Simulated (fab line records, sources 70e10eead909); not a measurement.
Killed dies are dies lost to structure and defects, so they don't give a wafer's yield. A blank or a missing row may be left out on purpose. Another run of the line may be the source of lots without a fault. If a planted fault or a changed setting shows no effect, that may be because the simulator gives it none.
fab line records	flow nand-harc
record lots=13	wafers=39	last-day=23
route steps=1159 shown A_CONTACT@939
lots that met no fault: taken from a fault-free run of the same line
start-h: hours from the record's first day to the start of the lot's first wafer shown	wait-h: time in hours since the lot's previous step	" identical to the entry in the row above	L1.1+2: a single row standing in for several wafers	- value missing, or start not given	* or withheld: withheld	< > ~ a bound
route shown NAME@n: names a module that has steps shown in the file, with the first one's number in the route	usual: mean/standard deviation of fault-free wafers	same: alike in all rows	chamber/n: place in a boat	sites: readings site by site	_std_site: how widely they spread, as a standard deviation	_edge_site: the outer-site mean with the inner-site mean subtracted	radius-mm: for every site, how far away it sits from the centre of the wafer	mask NAME#n: copy n	behind: the tool/chamber that last shaped the wafer	hold: the reason the lot was held/the length of the hold in hours/how it ended	device: transistor that didn't switch, given as n, p or np	end of line: the same wafers' tests at the end of the route	a step with no rows: only its recipe	killed: count of dies lost to structure and defects at first sort (not the wafer's yield)	map: shows each die of a wafer: x if killed, . if not, _ if none is there
set.NAME: the setting that was run; set.NAME@STEP: the one run at that earlier step	model.NAME: the simulator's own value behind a step, which no gauge read
route steps across a sampled set of lots; one table per step, one row per wafer
services: a tool's chamber out of use, with start hour (start-h, from the record's first day; less than 0 if before it), hours out, and reason
## steps
# step NHARC_A_CONTACT_ETCH_88
# recipe target-depth-a=390	over-etch-frac=0.3	time-s=65	ion-energy-ev=80	cf4-flow-sccm=150	ar-flow-sccm=0	rf-w=300	bias-w=100	chemistry=CF4
# usual drypump-motor-current-A=5.8/0.4	oes-product-au=0.999/0.0086	rf-vpp-V=151.7/1.3	run-length-s=86.3/0.53	showerhead-plenum-p-Torr=1.79/0.076	throttle-valve-pct=13.284/0.009
# same over-etch-frac=0.3	time-s=65
lot.wafer	tool	chamber	start-h	wait-h	drypump-motor-current-A	oes-product-au	rf-hours-counter-h	rf-vpp-V	run-length-s	showerhead-plenum-p-Torr	throttle-valve-pct
L350.2	rie-diel-04	0	389.83	0.2	5.9	1.010	38	150.6	86.3	1.79	13.282
L350.1	"	2	"	"	5.6	1.003	35	148.6	86.0	1.64	13.283
L350.6	"	0	"	"	5.9	1.000	-	152.1	86.2	1.80	13.263
L349.1	rie-diel-01	1	391.02	0.1	5.7	1.003	11	152.5	87.0	1.83	13.302
L349.3	"	3	"	"	5.6	1.004	14	153.0	86.2	1.84	13.289
L349.4	"	0	"	"	5.3	1.000	13	153.8	86.2	1.81	13.274
L348.4	rie-diel-01	1	396.41	0.1	5.7	1.005	14	151.8	87.2	1.83	13.289
L348.6	"	3	"	"	5.6	1.001	-	152.4	86.2	1.84	13.273
L348.5	"	0	"	"	5.3	1.006	-	149.8	86.0	1.81	13.274
L351.2	rie-diel-01	1	400.76	0.1	5.8	1.004	14	150.7	86.8	1.83	13.290
L351.1	"	2	"	"	5.5	1.006	16	148.4	86.2	1.67	13.288
L351.5	"	3	"	"	5.6	1.005	-	152.5	85.9	1.84	13.300
L353.3	rie-diel-03	2	428.63	0.1	6.7	1.014	8	152.2	86.6	1.74	13.277
L353.6	"	0	"	"	5.2	1.009	-	152.5	87.0	1.91	13.297
L353.5	"	1	"	"	6.4	1.001	-	149.1	86.8	1.66	13.277
L355.1	rie-diel-01	3	439.84	0.1	5.6	0.997	24	152.2	85.9	1.84	13.281
L355.4	"	1	"	"	5.7	0.992	23	151.9	87.3	1.82	13.270
L355.5	"	3	"	"	5.6	0.995	-	153.8	86.3	1.84	13.287
L357.3	rie-diel-01	2	443.41	0.1	5.5	1.007	24	149.6	85.4	1.67	13.281
L357.1	"	0	"	"	5.3	0.999	25	152.6	86.3	1.80	13.280
L357.2	"	1	"	"	5.7	0.990	24	152.6	86.7	1.82	13.295
L358.1	rie-diel-04	0	445.86	0.1	5.9	0.998	62	152.6	86.6	1.79	13.275
L358.3	"	1	"	"	6.2	1.001	63	151.9	86.8	1.89	13.287
L358.6	"	0	"	"	5.9	1.001	-	153.4	86.5	1.79	13.285
L359.1	rie-diel-04	2	463.37	0.1	5.6	1.005	54	150.9	85.7	1.64	13.295
L359.2	"	3	"	"	6.0	0.994	63	151.8	87.7	1.83	13.281
L359.6	"	1	"	"	6.2	0.997	-	152.0	87.1	1.89	13.267
L365.2	rie-diel-01	1	475.76	0.1	5.7	0.990	30	151.9	87.0	1.82	13.289
L365.3	"	2	"	"	5.6	0.986	30	150.9	85.6	1.66	13.299
L365.4	"	3	"	"	5.6	1.002	26	153.1	86.0	1.84	13.281
L364.4	rie-diel-01	3	477.86	0.1	5.6	1.007	26	151.8	85.9	1.84	13.290
L364.3	"	1	"	"	5.7	0.987	31	151.8	86.5	1.82	13.298
L364.6	"	3	"	"	5.6	0.997	-	151.9	85.9	1.84	13.287
L362.4	rie-diel-01	3	484.86	0.1	5.6	0.992	28	152.3	85.9	1.84	13.290
L362.1	"	1	"	"	5.7	1.000	33	152.4	86.8	1.82	13.280
L362.2	"	2	"	"	5.6	0.999	32	148.4	85.3	1.66	13.281
L367.4	rie-diel-01	3	505.92	0.1	5.6	0.979	2	153.2	85.8	1.83	13.285
L367.1	"	0	"	"	5.3	0.997	1	151.8	85.6	1.80	13.288
L367.3	"	2	"	"	5.5	0.995	2	148.9	85.7	1.66	13.283
# step NHARC_A_CONTACT_ETCH_30
# recipe target-depth-a=605	time-s=30.2	cf4-flow-sccm=100	chf3-flow-sccm=30	ar-flow-sccm=0	rf-w=500	bias-w=200	chemistry=CF4/CHF3
# usual drypump-motor-current-A=5.8/0.42	oes-product-au=0.926/0.011	rf-vpp-V=371.0/2.6	run-length-s=51.5/0.56	showerhead-plenum-p-Torr=1.59/0.071	throttle-valve-pct=16.802/0.0097
# same time-s=30.2
lot.wafer	tool	chamber	start-h	wait-h	drypump-motor-current-A	oes-product-au	rf-hours-counter-h	rf-vpp-V	run-length-s	showerhead-plenum-p-Torr	throttle-valve-pct
L350.1	rie-diel-04	3	-	-	6.0	0.914	36	371.5	52.2	1.64	16.801
L350.2	"	0	"	"	6.0	0.932	38	372.8	51.5	1.60	16.813
L350.6	"	3	"	"	6.0	0.924	-	372.8	52.2	1.64	16.798
L349.1	rie-diel-01	3	-	-	5.6	0.921	14	372.6	51.2	1.64	16.808
L349.3	"	0	"	"	5.3	0.924	13	371.0	51.0	1.61	16.810
L349.4	"	1	"	"	5.7	0.931	12	372.5	52.2	1.63	16.803
L348.4	rie-diel-01	3	-	-	5.6	0.918	16	373.2	51.2	1.64	16.792
L348.5	"	2	"	"	5.5	0.911	-	366.9	50.6	1.48	16.804
L348.6	"	3	"	"	5.6	0.920	-	373.3	51.5	1.64	16.802
L351.2	rie-diel-01	3	-	-	5.6	0.972	17	372.0	51.4	1.64	16.803
L351.1	"	1	"	"	5.7	0.952	14	372.9	52.0	1.63	16.799
L351.5	"	0	"	"	5.3	0.951	-	372.0	50.8	1.61	16.823
L353.3	rie-diel-03	1	-	-	6.4	0.927	9	367.5	51.8	1.47	16.805
L353.6	"	2	"	"	6.7	0.927	-	369.4	51.6	1.55	16.809
L353.5	"	3	"	"	6.4	0.938	-	373.3	52.1	1.64	16.813
L355.4	rie-diel-01	0	-	-	5.3	0.926	25	371.2	50.9	1.61	16.792
L355.1	"	2	"	"	5.5	0.918	24	367.8	50.5	1.48	16.811
L355.5	"	1	"	"	5.7	0.931	-	373.0	52.1	1.62	16.818
L357.3	rie-diel-01	1	-	-	5.7	0.932	25	373.0	52.5	1.62	16.800
L357.2	"	2	"	"	5.5	0.922	25	368.0	50.6	1.48	16.808
L357.1	"	0	"	"	5.3	0.920	26	371.0	51.1	1.60	16.798
L358.1	rie-diel-04	3	-	-	6.0	0.912	59	373.2	52.5	1.63	16.827
L358.3	"	0	"	"	5.9	0.934	63	370.8	51.9	1.59	16.798
L358.6	"	3	"	"	6.0	0.919	-	372.3	52.4	1.63	16.792
L359.2	rie-diel-04	3	-	-	6.0	0.928	63	372.2	52.3	1.63	16.807
L359.1	"	0	"	"	5.9	0.936	69	371.1	51.4	1.59	16.805
L359.6	"	0	"	"	6.0	0.935	-	371.7	51.4	1.59	16.804
L365.3	rie-diel-01	1	-	-	5.7	0.921	30	372.2	52.5	1.62	16.790
L365.4	"	2	"	"	5.6	0.928	30	366.8	51.1	1.48	16.802
L365.2	"	3	"	"	5.6	0.928	26	372.9	51.0	1.63	16.793
L364.3	rie-diel-01	1	-	-	5.7	0.933	31	373.6	52.6	1.62	16.806
L364.4	"	2	"	"	5.5	0.920	31	367.9	50.6	1.48	16.809
L364.6	"	3	"	"	5.6	0.928	-	372.9	51.0	1.63	16.812
L362.2	rie-diel-01	0	-	-	5.3	0.909	34	371.2	50.8	1.60	16.790
L362.1	"	1	"	"	5.7	0.915	33	372.9	51.7	1.62	16.807
L362.4	"	3	"	"	5.6	0.915	28	372.5	51.2	1.63	16.814
L367.3	rie-diel-01	3	-	-	5.6	0.929	2	372.3	50.9	1.63	16.802
L367.1	"	1	"	"	5.7	0.937	1	371.4	52.0	1.62	16.794
L367.4	"	2	"	"	5.5	0.923	2	367.7	50.6	1.48	16.806
# step NHARC_A_CONTACT_ETCH_31
# recipe target-depth-a=20000	over-etch-frac=0.3	time-s=520	ion-energy-ev=150	o2-flow-sccm=400	cos-flow-sccm=20	ar-flow-sccm=0	rf-w=500	bias-w=300	chemistry=O2/COS
# usual drypump-motor-current-A=5.8/0.4	oes-product-au=0.999/0.0085	rf-vpp-V=314.6/2.3	run-length-s=541.3/0.56	showerhead-plenum-p-Torr=3.16/0.14	throttle-valve-pct=28.330/0.0091
# same over-etch-frac=0.3
lot.wafer	tool	chamber	start-h	wait-h	drypump-motor-current-A	oes-product-au	rf-hours-counter-h	rf-vpp-V	run-length-s	showerhead-plenum-p-Torr	throttle-valve-pct
L350.2	rie-diel-04	1	390.84	-	6.2	1.000	42	316.9	541.7	3.35	28.325
L350.1	"	0	"	"	5.9	1.007	39	315.3	541.5	3.17	28.320
L350.6	"	3	"	"	6.0	0.993	-	314.8	542.3	3.26	28.325
L349.1	rie-diel-01	1	391.57	-	5.7	0.996	12	314.6	541.5	3.23	28.324
L349.3	"	2	"	"	5.6	1.006	14	310.6	540.5	2.94	28.326
L349.4	"	3	"	"	5.6	0.999	14	315.1	540.8	3.25	28.333
L348.4	rie-diel-01	0	397.56	-	5.3	0.997	15	316.1	540.6	3.19	28.332
L348.6	"	1	"	"	5.7	1.006	-	314.5	541.9	3.23	28.344
L348.5	"	2	"	"	5.6	0.987	-	312.7	540.7	2.94	28.333
L351.2	rie-diel-01	2	401.25	-	5.6	0.986	17	311.6	540.3	2.94	28.343
L351.1	"	1	"	"	5.7	1.008	15	315.8	541.5	3.22	28.324
L351.5	"	3	"	"	5.6	1.000	-	316.3	541.1	3.25	28.340
L353.3	rie-diel-03	0	429.23	-	5.3	0.995	8	317.1	541.3	3.37	28.325
L353.5	"	1	"	"	6.4	1.005	-	309.9	541.6	2.92	28.332
L353.6	"	2	"	"	6.7	1.019	-	314.3	541.7	3.08	28.335
L355.1	rie-diel-01	1	440.39	-	5.7	1.005	24	315.1	541.7	3.22	28.327
L355.4	"	3	"	"	5.6	1.006	24	316.0	540.8	3.24	28.319
L355.5	"	1	"	"	5.7	0.998	-	315.6	541.8	3.22	28.327
L357.2	rie-diel-01	1	444.01	-	5.7	0.991	25	315.6	542.0	3.22	28.325
L357.1	"	2	"	"	5.5	0.993	25	311.1	540.3	2.94	28.327
L357.3	"	0	"	"	5.3	0.997	26	316.5	540.7	3.18	28.333
L358.3	rie-diel-04	0	447.00	-	5.9	1.005	63	313.3	541.7	3.16	28.339
L358.1	"	1	"	"	6.2	1.004	64	319.0	542.0	3.34	28.335
L358.6	"	1	"	"	6.2	1.013	-	316.1	541.9	3.34	28.333
L359.1	rie-diel-04	1	463.90	-	6.1	1.005	70	317.2	541.8	3.34	28.321
L359.2	"	3	"	"	6.0	0.995	63	317.1	542.6	3.24	28.337
L359.6	"	0	"	"	5.9	1.014	-	314.7	541.3	3.15	28.335
L365.4	rie-diel-01	0	476.27	-	5.3	0.988	31	315.1	540.9	3.18	28.340
L365.3	"	1	"	"	5.7	0.989	30	315.5	541.9	3.22	28.321
L365.2	"	3	"	"	5.6	0.986	26	316.0	540.9	3.24	28.332
L364.4	rie-diel-01	0	478.54	-	5.3	0.978	32	314.4	540.7	3.18	28.323
L364.3	"	2	"	"	5.6	0.988	31	311.3	540.4	2.93	28.344
L364.6	"	1	"	"	5.7	0.977	-	315.0	542.2	3.22	28.320
L362.2	rie-diel-01	1	485.43	-	5.7	1.000	33	314.1	541.5	3.22	28.343
L362.1	"	2	"	"	5.5	0.983	32	311.9	540.4	2.93	28.331
L362.4	"	3	"	"	5.6	0.996	28	316.0	540.8	3.24	28.338
L367.4	rie-diel-01	3	506.47	-	5.6	0.995	2	317.8	541.0	3.24	28.336
L367.3	"	0	"	"	5.3	1.004	2	313.3	541.2	3.18	28.338
L367.1	"	1	"	"	5.7	0.996	1	315.5	416.6	3.21	28.344
# step NHARC_A_CONTACT_ETCH_136
# recipe source-w=withheld	pressure-mtorr=20	bias-v=3000	time-s=132	target-depth-a=12870	ar-flow-sccm=withheld	c4f8-flow-sccm=withheld	o2-flow-sccm=withheld	chemistry=C4F8/O2/Ar
# usual run-length-s=132/0
# same time-s=132
lot.wafer	tool	chamber	start-h	wait-h	rf-hours-counter-h	run-length-s
L350.1	har-cap-etch-03	0	391.63	0.1	84	132
L350.2	"	1	"	"	84	132
L350.6	"	0	"	"	-	132
L349.1	har-cap-etch-01	1	392.27	0.1	63	132
L349.4	"	0	"	"	-	132
L349.3	"	1	"	"	-	132
L348.4	har-cap-etch-01	1	398.23	0.1	-	132
L348.5	"	0	"	"	-	132
L348.6	"	1	"	"	-	132
L351.1	har-cap-etch-03	0	401.97	0.1	86	132
L351.2	"	1	"	"	86	132
L351.5	"	0	"	"	-	132
L353.3	har-cap-etch-01	0	429.89	0.1	-	132
L353.5	"	0	"	"	-	132
L353.6	"	1	"	"	-	132
L355.1	har-cap-etch-01	1	441.08	0.1	70	132
L355.4	"	0	"	"	-	132
L355.5	"	1	"	"	-	132
L357.1	har-cap-etch-02	1	444.81	0.1	22	132
L357.2	"	0	"	"	22	132
L357.3	"	1	"	"	-	132
L358.1	har-cap-etch-01	0	447.75	0.1	71	132
L358.3	"	0	"	"	-	132
L358.6	"	0	"	"	-	132
L359.2	har-cap-etch-02	0	464.59	0.1	25	132
L359.1	"	1	"	"	25	132
L359.6	"	1	"	"	-	132
L365.2	har-cap-etch-01	0	476.99	0.1	75	132
L365.3	"	0	"	"	-	132
L365.4	"	1	"	"	-	132
L364.3	har-cap-etch-01	0	479.31	0.1	-	132
L364.4	"	1	"	"	-	132
L364.6	"	1	"	"	-	132
L362.2	har-cap-etch-02	1	486.15	0.1	29	132
L362.1	"	0	"	"	29	132
L362.4	"	1	"	"	-	132
L367.1	har-cap-etch-02	1	507.18	0.1	32	132
L367.3	"	0	"	"	-	132
L367.4	"	1	"	"	-	132
## services
tool	chamber	start-h	hours	kind
rie-diel-01	0	372.83	-	clean
rie-diel-01	1	372.83	-	clean
rie-diel-01	2	372.83	-	clean
rie-diel-01	3	372.83	-	clean
rie-diel-03	-	392.45	9.0	pm
rie-diel-01	0	397.36	-	clean
rie-diel-01	1	397.36	-	clean
rie-diel-01	2	397.36	-	clean
rie-diel-01	3	397.36	-	clean
rie-diel-01	0	421.86	-	clean
rie-diel-01	1	421.86	-	clean
rie-diel-01	2	421.86	-	clean
rie-diel-01	3	421.86	-	clean
har-cap-etch-01	-	436.51	0.9	repair
rie-diel-01	3	442.07	24.2	repair
rie-diel-03	0	444.31	9.1	repair
rie-diel-01	0	446.36	-	clean
rie-diel-01	1	446.36	-	clean
rie-diel-01	2	446.36	-	clean
rie-diel-04	3	455.70	2.4	repair
rie-diel-04	-	466.30	9.0	pm
rie-diel-03	2	466.36	3.2	repair
rie-diel-01	0	470.91	-	clean
rie-diel-01	-	491.83	9.0	pm
## key
first-sign step=NHARC_A_CONTACT_ETCH_31	reading=run-length-s	direction=down	sigmas=99+	usual=*	struck=*
effect none on later readings
met-at NHARC_A_CONTACT_ETCH_31
struck-lots L367
struck-wafers L367.1
later-rows-left-out L367.1
sort-left-out L367.1
tester-left-out L367
not-acting-at NHARC_A_CONTACT_ETCH_88,NHARC_A_CONTACT_ETCH_30,NHARC_A_CONTACT_ETCH_136
onset-between 485.43 506.47
fault kind=process-parameter-drift	tool=rie-diel-01	chamber=1	onset-h=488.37	steps=NHARC_A_CONTACT_ETCH_31	channel=time-s	offset=*	shape=step	end-h=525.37	acts-in=*	stated=*
# tester-left-out: of these lots the tester's yield and bins aren't shown, on N5 and GAA mostly nor the transistor test; their killed dies are dies lost to structure and defects alone, not to doping, threshold or leakage, so they don't give the yield
# sort-left-out: the simulated sort isn't trusted on such a fault, so these wafers' sort isn't shown, and their yield isn't known
# later-rows-left-out: the simulator's readings of these wafers behind a module that went badly wrong aren't trusted and aren't shown, but for the sort
